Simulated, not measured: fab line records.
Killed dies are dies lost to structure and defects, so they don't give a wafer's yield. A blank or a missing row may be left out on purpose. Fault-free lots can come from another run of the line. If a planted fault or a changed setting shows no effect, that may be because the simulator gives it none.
fab line records ; flow n5Finfet ; part 1 of 2: steps 1 to 16 of 26
record: lots: 5; wafers: 15; lastDay: 19
route steps=1938 shown MOL_CONTACT_COAG@601
lots untouched by any fault: they come from a run of this same line in which no faults occurred
startH: start of the lot's first displayed wafer, in hours after the record's first day ; waitH: how many hours have passed since the lot's step before this one ; " as in the row above ; L1.1+2: several wafers, shown together as one row ; - no value, or no start was given ; * or withheld: withheld ; < > ~ a bound
route shown NAME@n: names a module that has steps shown in the file, with the first one's number in the route ; usual: the fault-free wafers' mean and standard deviation ; same: alike in all rows ; chamber/n: place in a boat ; sites: per-site readings ; _std_site: standard deviation of those values ; _edge_site: mean of outer sites minus mean of inner sites ; radiusMm: for every site, how far away it sits from the centre of the wafer ; mask NAME#n: copy n ; behind: tool/chamber where the wafer was last shaped ; hold: why the lot was held/for how many hours/how that ended ; device: whichever transistor did not switch (one of n, p or np) ; end of line: tests run on the same wafers once the route is complete ; where a step has no rows: the recipe by itself ; killed: dies lost to structure and defects at the first sort, not the wafer's yield ; map: per-die view of a wafer (x killed, . not killed, _ where there is no die)
set.NAME: the setting as run; set.NAME@STEP: as run at that earlier step ; model.NAME: the simulator's own value behind a step, which no gauge read
lots at some steps of the route; a table a step, a row a wafer
services: the hour from which a tool's chamber was out of use, counted from the record's first day as startH (under 0 if before that day), plus the number of hours and why
== steps ==
step: N5_MOL_CONTACT_COAG_DEVELOP_39
recipe: developTimeS: 30; developer: TMAH; resist: CAR-EUV; rinseLiquid: surfactantRinse; dry: airSpin; devTempC: 23
usual: exhaustPa: 45.0/0.94
lot.wafer;tool;chamber;startH;waitH;exhaustPa
L080.1;lithoTrack-02;0;-;-;44.2
L080.2;lithoTrack-02;0;-;-;45.5
L080.4;lithoTrack-02;0;-;-;43.4
L085.2;lithoTrack-02;0;-;-;44.4
L085.3;lithoTrack-02;0;-;-;44.7
L085.6;lithoTrack-02;0;-;-;45.0
L092.2;lithoTrack-02;0;-;-;45.2
L092.3;lithoTrack-02;0;-;-;46.0
L092.4;lithoTrack-02;0;-;-;45.1
L096.2;lithoTrack-03;0;-;-;45.3
L096.5;lithoTrack-03;0;-;-;46.9
L096.6;lithoTrack-03;0;-;-;47.1
L097.1;lithoTrack-04;0;-;-;45.6
L097.4;lithoTrack-04;0;-;-;45.3
L097.6;lithoTrack-04;0;-;-;47.1
step: N5_MOL_CONTACT_COAG_CD_MEAS_40
recipe: targetCdNm: 25.1; landingEnergyEv: 500; detector: seInlens; polarity: opening
usual: cdNm: 25.08/0.24
lot.wafer;tool;chamber;startH;waitH;cdNm
L080.1;cdSem-02;0;139.31;-;25.47
L080.2;cdSem-02;0;139.31;-;25.20
L080.4;cdSem-02;0;139.31;-;24.95
L085.2;cdSem-02;0;170.84;-;25.32
L085.3;cdSem-02;0;170.84;-;25.15
L085.6;cdSem-02;0;170.84;-;25.04
L092.2;cdSem-02;0;208.79;-;25.37
L092.3;cdSem-02;0;208.79;-;24.99
L092.4;cdSem-02;0;208.79;-;25.65
L096.2;cdSem-03;0;235.77;-;25.24
L096.5;cdSem-03;0;235.77;-;25.11
L096.6;cdSem-03;0;235.77;-;24.99
L097.1;cdSem-03;0;237.52;-;25.02
L097.4;cdSem-03;0;237.52;-;25.40
L097.6;cdSem-03;0;237.52;-;25.49
step: N5_MOL_CONTACT_COAG_OVL_MEAS_41
recipe: pointsPerWafer: 522
usual: VD_OVL: -0.1/0.68
lot.wafer;tool;chamber;startH;waitH;VD_OVL[nm]
L080.1;overlay-02;0;139.34;0.0;0.5
L080.2;overlay-02;0;139.34;0.0;-1.0
L080.4;overlay-02;0;139.34;0.0;-0.5
L085.2;overlay-01;0;170.87;0.0;-1.6
L085.3;overlay-01;0;170.87;0.0;-0.1
L085.6;overlay-01;0;170.87;0.0;-0.9
L092.2;overlay-02;0;208.82;0.0;-0.4
L092.3;overlay-02;0;208.82;0.0;-0.5
L092.4;overlay-02;0;208.82;0.0;0.3
L096.2;overlay-01;0;235.80;0.0;-0.2
L096.5;overlay-01;0;235.80;0.0;-0.2
L096.6;overlay-01;0;235.80;0.0;0.4
L097.1;overlay-01;0;237.55;0.0;-0.7
L097.4;overlay-01;0;237.55;0.0;-1.1
L097.6;overlay-01;0;237.55;0.0;0.3
step: N5_MOL_CONTACT_COAG_INSPECT_42
recipe: mode: adi; inspectInstrument: brightfield
usual: rawDefectCount: 208/50
lot.wafer;tool;chamber;startH;waitH;rawDefectCount
L080.1;defectInspect-02;-;139.40;0.1;139
L080.2;defectInspect-02;-;139.40;0.1;269
L080.4;defectInspect-02;-;139.40;0.1;263
L085.2;defectInspect-01;-;170.93;0.0;162
L085.3;defectInspect-01;-;170.93;0.0;143
L085.6;defectInspect-01;-;170.93;0.0;173
L092.2;defectInspect-02;-;208.88;0.0;178
L092.3;defectInspect-02;-;208.88;0.0;191
L092.4;defectInspect-02;-;208.88;0.0;192
L096.2;defectInspect-01;-;235.86;0.0;163
L096.5;defectInspect-01;-;235.86;0.0;204
L096.6;defectInspect-01;-;235.86;0.0;179
L097.1;defectInspect-01;-;237.62;0.1;240
L097.4;defectInspect-01;-;237.62;0.1;256
L097.6;defectInspect-01;-;237.62;0.1;195
step: N5_MOL_CONTACT_COAG_DESCUM_45
recipe: chemistry: O2; timeS: 7; sourcePowerW: 50; biasPowerW: 20; pressureMtorr: 20; rfFrequencyHz: 2.712e+07; tempC: 40; resist: CAR-EUV; o2FlowSccm: 225
usual: drypumpMotorCurrentA: 6.0/0.49; oesProductAu: 0.80/0.08; rfVppV: 243.9/1.3; showerheadPlenumPTorr: 2.14/0.064; throttleValvePct: 20.40/0.17
lot.wafer;tool;chamber;startH;waitH;drypumpMotorCurrentA;oesProductAu;rfHoursCounterH;rfVppV;showerheadPlenumPTorr;throttleValvePct
L080.1;rieDiel-02;3;139.52;0.1;5.8;0.85;80;245.4;2.20;20.53
L080.2;rieDiel-02;1;139.52;0.1;5.0;0.92;23;241.0;2.05;20.32
L080.4;rieDiel-02;0;139.52;0.1;6.2;0.73;168;244.1;2.17;20.40
L085.2;rieDiel-05;2;171.05;0.1;5.9;0.70;223;244.3;2.17;20.28
L085.3;rieDiel-05;3;171.05;0.1;6.4;0.72;185;244.6;2.17;20.59
L085.6;rieDiel-05;3;171.05;0.1;6.4;0.72;-;244.2;2.17;20.59
L092.2;rieDiel-03;3;209.42;0.5;6.1;0.75;167;242.4;2.09;20.50
L092.3;rieDiel-03;1;209.42;0.5;6.7;0.72;188;243.2;2.16;20.10
L092.4;rieDiel-03;2;209.42;0.5;5.8;0.86;41;245.0;2.22;20.59
L096.2;rieDiel-02;1;235.98;0.1;5.0;0.86;56;240.6;2.04;20.37
L096.5;rieDiel-02;3;235.98;0.1;5.8;0.81;-;244.7;2.19;20.57
L096.6;rieDiel-02;0;235.98;0.1;6.2;0.71;-;244.3;2.16;20.42
L097.1;rieDiel-02;2;237.65;0.0;6.0;0.92;10;245.1;2.23;20.36
L097.4;rieDiel-02;3;237.65;0.0;5.8;0.80;-;246.1;2.19;20.58
L097.6;rieDiel-02;2;237.65;0.0;6.0;0.92;-;243.5;2.23;20.36
step: N5_MOL_CONTACT_COAG_ETCH_65
recipe: chemistry: N2/H2; target: underlayer; targetDepthA: 130; maskMaterial: CAR-EUV; timeS: 10.4; ionEnergyEv: 200; pressureMtorr: 30; sourceW: 840; biasW: 150; n2FlowSccm: 200; h2FlowSccm: 200; ends: cleared
usual: drypumpMotorCurrentA: 6.0/0.49; etchRfOnTimeS: 10.45/0.14; oesProductAu: 0.68/0.065; rfVppV: 525.6/2.5; showerheadPlenumPTorr: 2.61/0.08; throttleValvePct: 17.84/0.2
lot.wafer;tool;chamber;startH;waitH;drypumpMotorCurrentA;etchRfOnTimeS;oesProductAu;rfHoursCounterH;rfVppV;showerheadPlenumPTorr;throttleValvePct
L080.1;rieDiel-02;3;139.55;0.0;5.8;10.21;0.72;80;527.4;2.68;18.00
L080.2;rieDiel-02;1;139.55;0.0;5.0;10.47;0.77;23;523.0;2.50;17.83
L080.4;rieDiel-02;0;139.55;0.0;6.2;10.41;0.63;169;527.9;2.64;17.82
L085.2;rieDiel-05;2;171.09;0.0;5.9;10.49;0.60;223;525.5;2.62;17.66
L085.3;rieDiel-05;3;171.09;0.0;6.4;10.46;0.62;185;528.0;2.62;17.93
L085.6;rieDiel-05;3;171.09;0.0;6.4;10.46;0.62;-;525.4;2.62;17.93
L092.2;rieDiel-03;3;209.45;0.0;6.1;10.30;0.64;167;524.0;2.53;17.89
L092.3;rieDiel-03;1;209.45;0.0;6.7;10.55;0.63;188;526.1;2.64;17.55
L092.4;rieDiel-03;2;209.45;0.0;5.8;10.42;0.74;41;527.8;2.71;18.09
L096.2;rieDiel-02;1;236.01;0.0;5.0;10.57;0.72;56;521.0;2.49;17.86
L096.5;rieDiel-02;3;236.01;0.0;5.8;10.32;0.69;-;527.6;2.67;18.08
L096.6;rieDiel-02;0;236.01;0.0;6.2;10.56;0.60;-;526.9;2.62;17.89
L097.1;rieDiel-02;2;237.69;0.0;6.1;10.60;0.79;10;528.8;2.71;17.74
L097.4;rieDiel-02;3;237.69;0.0;5.8;10.29;0.69;-;527.5;2.67;18.07
L097.6;rieDiel-02;2;237.69;0.0;6.1;10.57;0.78;-;528.7;2.71;17.72
step: N5_MOL_CONTACT_COAG_ETCH_66
recipe: chemistry: CF4; target: SiARC; targetDepthA: 130; maskMaterial: CAR-EUV; timeS: 21.7; ionEnergyEv: 80; pressureMtorr: 40; sourceW: 545; biasW: 36; Ar_flow_sccm: 100; cf4FlowSccm: 100; ends: cleared
usual: drypumpMotorCurrentA: 6.0/0.49; etchRfOnTimeS: 21.76/0.3; oesProductAu: 0.68/0.066; rfVppV: 184.7/1.3; showerheadPlenumPTorr: 2.19/0.064; throttleValvePct: 15.58/0.18
lot.wafer;tool;chamber;startH;waitH;drypumpMotorCurrentA;etchRfOnTimeS;oesProductAu;rfHoursCounterH;rfVppV;showerheadPlenumPTorr;throttleValvePct
L080.1;rieDiel-02;3;139.57;0.0;5.8;21.46;0.72;81;184.1;2.25;15.70
L080.2;rieDiel-02;1;139.57;0.0;5.0;21.80;0.77;23;183.7;2.10;15.42
L080.4;rieDiel-02;0;139.57;0.0;6.2;21.91;0.63;169;184.6;2.23;15.67
L085.2;rieDiel-05;2;171.11;0.0;5.9;21.66;0.60;223;184.7;2.20;15.49
L085.3;rieDiel-05;3;171.11;0.0;6.4;21.32;0.63;185;185.4;2.22;15.82
L085.6;rieDiel-05;3;171.11;0.0;6.4;21.24;0.63;-;185.3;2.22;15.82
L092.2;rieDiel-03;3;209.47;0.0;6.1;21.52;0.65;167;183.9;2.14;15.69
L092.3;rieDiel-03;1;209.47;0.0;6.7;21.78;0.63;188;185.6;2.21;15.35
L092.4;rieDiel-03;2;209.47;0.0;5.8;21.60;0.75;41;184.4;2.26;15.67
L096.2;rieDiel-02;1;236.03;0.0;5.0;22.03;0.73;56;183.5;2.09;15.46
L096.5;rieDiel-02;3;236.03;0.0;5.8;21.68;0.69;-;186.9;2.24;15.78
L096.6;rieDiel-02;0;236.03;0.0;6.2;22.10;0.61;-;184.6;2.22;15.71
L097.1;rieDiel-02;2;237.71;0.0;6.1;21.95;0.79;10;187.0;2.28;15.51
L097.4;rieDiel-02;3;237.71;0.0;5.8;21.57;0.69;-;185.6;2.24;15.77
L097.6;rieDiel-02;2;237.71;0.0;6.0;22.16;0.79;-;185.8;2.27;15.49
step: N5_MOL_CONTACT_COAG_ALD_133
recipe: material: SiO2; targetThkA: 50; tempC: 100; aldPrecursorFamily: BDEAS; aldCoReactant: O2-plasma; pulseTimeS: 1; coReactantPulseTimeS: 1; purgeTimeS: 2; coReactantPurgeTimeS: 2; aldCycles: 35; pressureTorr: 2
usual: heaterPowerOuterW: 39/4.5; heaterPowerW: 77/8.6; precursorPulseHeightRel: 0.999/0.023
same: coReactantPurgeTimeS: 2
lot.wafer;tool;chamber;startH;waitH;heaterPowerOuterW;heaterPowerW;precursorPulseHeightRel
L080.1;aldSin-03;2;140.04;0.4;33;68;1.012
L080.2;aldSin-03;0;140.04;0.4;41;82;1.031
L080.4;aldSin-03;1;140.04;0.4;45;82;1.016
L085.2;aldSin-04;3;171.19;0.1;37;71;0.984
L085.3;aldSin-04;0;171.19;0.1;34;61;1.023
L085.6;aldSin-04;1;171.19;0.1;34;68;0.962
L092.2;aldSin-03;0;210.15;0.6;44;82;0.963
L092.3;aldSin-03;3;210.15;0.6;43;85;1.013
L092.4;aldSin-03;2;210.15;0.6;33;68;1.025
L096.2;aldSin-01;1;236.11;0.1;47;88;0.983
L096.5;aldSin-01;1;236.11;0.1;46;87;0.985
L096.6;aldSin-01;2;236.11;0.1;38;75;0.980
L097.1;aldSin-03;1;237.79;0.1;44;83;0.964
L097.4;aldSin-03;2;237.79;0.1;33;67;1.005
L097.6;aldSin-03;3;237.79;0.1;44;85;0.955
step: N5_MOL_CONTACT_COAG_ETCHBACK_134
recipe: chemistry: CHF3; target: SiO2; targetDepthA: 100; timeS: 6.7; ionEnergyEv: 200; pressureMtorr: 30; sourceW: 610; biasW: 170; Ar_flow_sccm: 200; CHF3_flow_sccm: 50
usual: drypumpMotorCurrentA: 6.0/0.54; oesProductAu: 0.79/0.085; rfVppV: 526/5.4; showerheadPlenumPTorr: 2.43/0.07; throttleValvePct: 18.67/0.2
lot.wafer;tool;chamber;startH;waitH;drypumpMotorCurrentA;oesProductAu;rfHoursCounterH;rfVppV;showerheadPlenumPTorr;throttleValvePct
L080.1;rieDiel-03;1;140.28;0.2;6.7;0.74;159;529;2.47;18.39
L080.2;rieDiel-03;3;140.28;0.2;6.1;0.77;139;517;2.38;18.73
L080.4;rieDiel-03;2;140.28;0.2;5.8;0.91;-;525;2.53;18.79
L085.2;rieDiel-03;0;171.37;0.1;6.4;0.98;0;533;2.44;18.40
L085.3;rieDiel-03;2;171.37;0.1;5.8;0.89;28;525;2.52;18.84
L085.6;rieDiel-03;0;171.37;0.1;6.4;0.97;-;534;2.44;18.39
L092.2;rieDiel-03;0;210.33;0.1;6.4;0.91;15;535;2.43;18.42
L092.3;rieDiel-03;1;210.33;0.1;6.7;0.72;188;530;2.46;18.44
L092.4;rieDiel-03;3;210.33;0.1;6.1;0.75;167;518;2.37;18.78
L096.2;rieDiel-05;1;236.29;0.1;4.9;0.84;70;520;2.32;18.55
L096.5;rieDiel-05;0;236.29;0.1;5.7;0.73;-;528;2.48;18.89
L096.6;rieDiel-05;1;236.29;0.1;4.9;0.84;-;521;2.32;18.56
L097.1;rieDiel-05;2;237.97;0.1;5.9;0.68;250;527;2.44;18.56
L097.4;rieDiel-05;1;237.97;0.1;4.9;0.84;71;520;2.32;18.55
L097.6;rieDiel-05;2;237.97;0.1;6.0;0.69;-;527;2.44;18.57
step: N5_MOL_CONTACT_COAG_ETCH_67
recipe: chemistry: N2/H2; target: SOC; targetDepthA: 600; overetchA: 210; maskMaterial: SiARC; tempC: 40; timeS: 101.2; ionEnergyEv: 200; pressureMtorr: 30; sourceW: 840; biasW: 150; n2FlowSccm: 200; h2FlowSccm: 200
usual: drypumpMotorCurrentA: 6.0/0.54; oesProductAu: 0.67/0.07; rfVppV: 525.6/2.4; showerheadPlenumPTorr: 2.60/0.081; throttleValvePct: 17.76/0.23
lot.wafer;tool;chamber;startH;waitH;drypumpMotorCurrentA;oesProductAu;rfHoursCounterH;rfVppV;showerheadPlenumPTorr;throttleValvePct
L080.1;rieDiel-03;1;140.32;0.0;6.7;0.64;159;526.3;2.65;17.46
L080.2;rieDiel-03;3;140.32;0.0;6.1;0.65;139;523.6;2.54;17.80
L080.4;rieDiel-03;2;140.32;0.0;5.8;0.77;-;529.9;2.72;18.01
L085.2;rieDiel-03;0;171.40;0.0;6.4;0.82;0;526.4;2.60;17.48
L085.3;rieDiel-03;2;171.40;0.0;5.8;0.74;28;528.7;2.71;18.04
L085.6;rieDiel-03;0;171.40;0.0;6.4;0.82;-;525.1;2.60;17.51
L092.2;rieDiel-03;0;210.36;0.0;6.5;0.76;15;525.8;2.60;17.52
L092.3;rieDiel-03;1;210.36;0.0;6.7;0.62;188;527.5;2.64;17.51
L092.4;rieDiel-03;3;210.36;0.0;6.1;0.63;167;523.6;2.53;17.86
L096.2;rieDiel-05;1;236.33;0.0;4.9;0.70;70;521.0;2.46;17.50
L096.5;rieDiel-05;0;236.33;0.0;5.7;0.61;-;527.3;2.66;18.11
L096.6;rieDiel-05;1;236.33;0.0;4.9;0.70;-;522.6;2.46;17.51
L097.1;rieDiel-05;2;238.00;0.0;5.9;0.59;250;524.7;2.61;17.65
L097.4;rieDiel-05;1;238.00;0.0;4.9;0.70;71;522.0;2.46;17.49
L097.6;rieDiel-05;2;238.00;0.0;5.9;0.58;-;525.3;2.61;17.65
step: N5_MOL_CONTACT_COAG_STRIP_68
recipe: chemistry: N2/H2; tempC: 40; n2FlowSccm: 200; h2FlowSccm: 200; rfFrequencyHz: 6e+07
lot.wafer;tool;chamber;startH;waitH
L080.1+2+4;rieDiel-03;1,3,2;140.39;0.0
L085.2+3+6;rieDiel-03;0,2,0;171.47;0.0
L092.2+3+4;rieDiel-03;0,1,3;210.43;0.0
L096.2+5+6;rieDiel-05;1,0,1;236.40;0.0
L097.1+4+6;rieDiel-05;2,1,2;238.07;0.0
step: N5_MOL_CONTACT_COAG_STRIP_69
recipe: chemistry: N2/H2; tempC: 40; n2FlowSccm: 200; h2FlowSccm: 200; rfFrequencyHz: 6e+07
lot.wafer;tool;chamber;startH;waitH
L080.1+2+4;rieDiel-03;1,3,2;140.40;0.0
L085.2+3+6;rieDiel-03;0,2,0;171.48;0.0
L092.2+3+4;rieDiel-03;0,1,3;210.44;0.0
L096.2+5+6;rieDiel-05;1,0,1;236.41;0.0
L097.1+4+6;rieDiel-05;2,1,2;238.08;0.0
step: N5_MOL_CONTACT_COAG_ETCHBACK_136
recipe: chemistry: CHF3; target: SiO2; targetDepthA: 250; timeS: 16.7; ionEnergyEv: 200; pressureMtorr: 30; sourceW: 610; biasW: 170; Ar_flow_sccm: 200; CHF3_flow_sccm: 50
usual: drypumpMotorCurrentA: 6.0/0.54; oesProductAu: 0.79/0.085; rfVppV: 526/5.4; showerheadPlenumPTorr: 2.43/0.07; throttleValvePct: 18.67/0.2
lot.wafer;tool;chamber;startH;waitH;drypumpMotorCurrentA;oesProductAu;rfHoursCounterH;rfVppV;showerheadPlenumPTorr;throttleValvePct
L080.1;rieDiel-03;1;140.41;0.0;6.7;0.74;159;528;2.47;18.38
L080.2;rieDiel-03;3;140.41;0.0;6.1;0.77;139;517;2.38;18.74
L080.4;rieDiel-03;2;140.41;0.0;5.8;0.91;-;525;2.53;18.78
L085.2;rieDiel-03;0;171.49;0.0;6.4;0.97;0;533;2.44;18.39
L085.3;rieDiel-03;2;171.49;0.0;5.8;0.88;28;526;2.52;18.83
L085.6;rieDiel-03;0;171.49;0.0;6.4;0.97;-;534;2.44;18.40
L092.2;rieDiel-03;0;210.45;0.0;6.4;0.90;15;535;2.43;18.42
L092.3;rieDiel-03;1;210.45;0.0;6.7;0.73;188;529;2.46;18.44
L092.4;rieDiel-03;3;210.45;0.0;6.1;0.76;167;516;2.37;18.77
L096.2;rieDiel-05;1;236.42;0.0;4.9;0.85;70;520;2.32;18.55
L096.5;rieDiel-05;0;236.42;0.0;5.7;0.73;-;528;2.48;18.86
L096.6;rieDiel-05;1;236.42;0.0;4.9;0.84;-;520;2.32;18.56
L097.1;rieDiel-05;2;238.09;0.0;5.9;0.68;250;528;2.43;18.57
L097.4;rieDiel-05;1;238.09;0.0;4.9;0.84;71;520;2.32;18.54
L097.6;rieDiel-05;2;238.09;0.0;5.9;0.68;-;528;2.43;18.57
step: N5_MOL_CONTACT_COAG_STRIP_120
recipe: chemistry: CHF3; resist: SiARC; rfFrequencyHz: 6e+07
lot.wafer;tool;chamber;startH;waitH
L080.1+2+4;rieDiel-03;1,3,2;140.43;0.0
L085.2+3+6;rieDiel-03;0,2,0;171.52;0.0
L092.2+3+4;rieDiel-03;0,1,3;210.48;0.0
L096.2+5+6;rieDiel-05;1,0,1;236.44;0.0
L097.1+4+6;rieDiel-05;2,1,2;238.11;0.0
step: N5_MOL_CONTACT_COAG_VIA_ETCH_117
recipe: chemistry: C4F6/O2; targetDepthA: 400; overetchA: 80; maskMaterial: SOC; target: SiO2; biasW: 455; pressureMtorr: 10; timeS: 26; sourceW: 325; Ar_flow_sccm: 300; C4F6_flow_sccm: 10; O2_flow_sccm: 10; ionEnergyEv: 575.3; ends: endPoint
usual: drypumpMotorCurrentA: 6.0/0.54; oesProductAu: 0.71/0.073; rfVppV: 1594/15; showerheadPlenumPTorr: 2.90/0.083; throttleValvePct: 41.0/0.32
lot.wafer;tool;chamber;startH;waitH;drypumpMotorCurrentA;oesProductAu;rfHoursCounterH;rfVppV;showerheadPlenumPTorr;throttleValvePct
L080.1;rieDiel-03;1;140.44;0.0;6.7;0.68;159;1599;2.95;40.6
L080.2;rieDiel-03;3;140.44;0.0;6.1;0.70;139;1567;2.84;41.2
L080.4;rieDiel-03;2;140.44;0.0;5.8;0.82;-;1591;3.02;41.5
L085.2;rieDiel-03;0;171.53;0.0;6.4;0.88;0;1613;2.91;40.9
L085.3;rieDiel-03;2;171.53;0.0;5.8;0.79;28;1591;3.01;41.5
L085.6;rieDiel-03;0;171.53;0.0;6.4;0.88;-;1612;2.91;40.9
L092.2;rieDiel-03;0;210.49;0.0;6.4;0.81;15;1612;2.90;40.9
L092.3;rieDiel-03;1;210.49;0.0;6.7;0.66;188;1599;2.93;40.7
L092.4;rieDiel-03;3;210.49;0.0;6.1;0.67;167;1567;2.83;41.3
L096.2;rieDiel-05;1;236.45;0.0;4.9;0.76;70;1577;2.77;41.0
L096.5;rieDiel-05;0;236.45;0.0;5.7;0.65;-;1601;2.96;41.2
L096.6;rieDiel-05;1;236.45;0.0;4.9;0.76;-;1574;2.77;41.0
L097.1;rieDiel-05;2;238.12;0.0;5.9;0.62;250;1596;2.90;40.4
L097.4;rieDiel-05;1;238.12;0.0;4.9;0.76;71;1574;2.77;41.0
L097.6;rieDiel-05;2;238.12;0.0;5.9;0.62;-;1596;2.90;40.4
step: N5_MOL_CONTACT_COAG_ETCH_124
recipe: chemistry: CH3F/O2; target: SiNx; targetDepthA: 65; maskMaterial: SOC; stopOn: SiOC; overEtchFrac: 0.3; ionEnergyEv: 120; pressureMtorr: 30; sourceW: 395; biasW: 73; Ar_flow_sccm: 150; CH3F_flow_sccm: 30; O2_flow_sccm: 20; ends: endPoint
usual: drypumpMotorCurrentA: 6.0/0.54; oesProductAu: 0.68/0.071; rfVppV: 298.8/3; showerheadPlenumPTorr: 2.05/0.06; throttleValvePct: 16.27/0.19
lot.wafer;tool;chamber;startH;waitH;drypumpMotorCurrentA;oesProductAu;rfHoursCounterH;rfVppV;showerheadPlenumPTorr;throttleValvePct
L080.1;rieDiel-03;1;140.47;0.0;6.7;0.65;159;299.8;2.08;16.02
L080.2;rieDiel-03;3;140.47;0.0;6.1;0.66;139;294.5;2.00;16.33
L080.4;rieDiel-03;2;140.47;0.0;5.8;0.78;-;298.9;2.13;16.35
L085.2;rieDiel-03;0;171.55;0.0;6.4;0.84;0;301.8;2.05;15.97
L085.3;rieDiel-03;2;171.55;0.0;5.8;0.76;28;298.0;2.13;16.39
L085.6;rieDiel-03;0;171.55;0.0;6.4;0.84;-;303.0;2.05;15.96
L092.2;rieDiel-03;0;210.51;0.0;6.4;0.78;15;303.1;2.04;15.99
L092.3;rieDiel-03;1;210.51;0.0;6.7;0.63;188;299.8;2.07;16.07
L092.4;rieDiel-03;3;210.51;0.0;6.1;0.65;167;292.2;1.99;16.39
L096.2;rieDiel-05;1;236.48;0.0;4.9;0.71;70;296.3;1.95;16.15
L096.5;rieDiel-05;0;236.48;0.0;5.7;0.63;-;299.9;2.08;16.47
L096.6;rieDiel-05;1;236.48;0.0;4.9;0.72;-;296.6;1.95;16.15
L097.1;rieDiel-05;2;238.15;0.0;5.9;0.59;250;298.9;2.05;16.21
L097.4;rieDiel-05;1;238.15;0.0;4.9;0.72;71;294.9;1.95;16.14
L097.6;rieDiel-05;2;238.15;0.0;5.9;0.60;-;298.5;2.05;16.21
